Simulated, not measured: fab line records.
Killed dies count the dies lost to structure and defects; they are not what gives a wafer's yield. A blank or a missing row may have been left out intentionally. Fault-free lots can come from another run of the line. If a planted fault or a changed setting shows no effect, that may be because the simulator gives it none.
Chamber matching | flow n5 finfet | 3 sister chambers for N5_BEOL_M7_ILD_DEP_00 on pecvd-04
The step deposits SiCOH lowk from DEMS/porogen, target thk 179.75 nm, time 33.4 s. 3 wafers are shown with their chamber, then 12 later ones without.

## WAFERS PAIRED WITH THEIR CHAMBERS
wafer  | chamber | throttle valve pct (%)
L089.6 | 1       | 13.3
L088.1 | 2       | 13.2
L088.6 | 0       | 14.4

## WAFERS WITH NO CHAMBER GIVEN
wafer  | throttle valve pct (%)
L091.1 | 14.8
L091.2 | 13.5
L091.6 | 13.3
L094.1 | 13.3
L094.2 | 14.4
L094.5 | 13.2
L095.2 | 13.3
L095.5 | 13.3
L095.6 | 13.4
L096.2 | 14.4
L096.4 | 13.7
L096.5 | 14.5

## CHAMBER TAKEN BY EACH
wafer  | from the rows above          | in truth
L091.1 | 0                            | 0
L091.2 | can't be placed: 1 or 2      | 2
L091.6 | can't be placed: 1 or 2      | 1
L094.1 | can't be placed: 1 or 2      | 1
L094.2 | 0                            | 0
L094.5 | can't be placed: 2 or 1      | 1
L095.2 | can't be placed: 1 or 2      | 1
L095.5 | can't be placed: 1 or 2      | 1
L095.6 | can't be placed: 1 or 2      | 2
L096.2 | 0                            | 0
L096.4 | can't be placed: 1 or 2 or 0 | 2
L096.5 | 0                            | 0
Correctly placed: 4 of 12. Cannot be placed on the basis of these rows: 8; the candidates contain the true chamber in 8. 0 placed wrongly.
How it was worked out, from the rows above alone: a wafer's distance from a chamber is the root of the sum, over the readings, of the square of ((its reading less the chamber's mean) divided by the reading's scatter). The wafer belongs to the nearest chamber; if the next one is less than 2 further off, it can't be placed. Each chamber's mean is taken over the wafers shown for it. The scatter: root of mean squared gap, hidden wafer to nearest shown wafer, with one shown wafer a chamber.
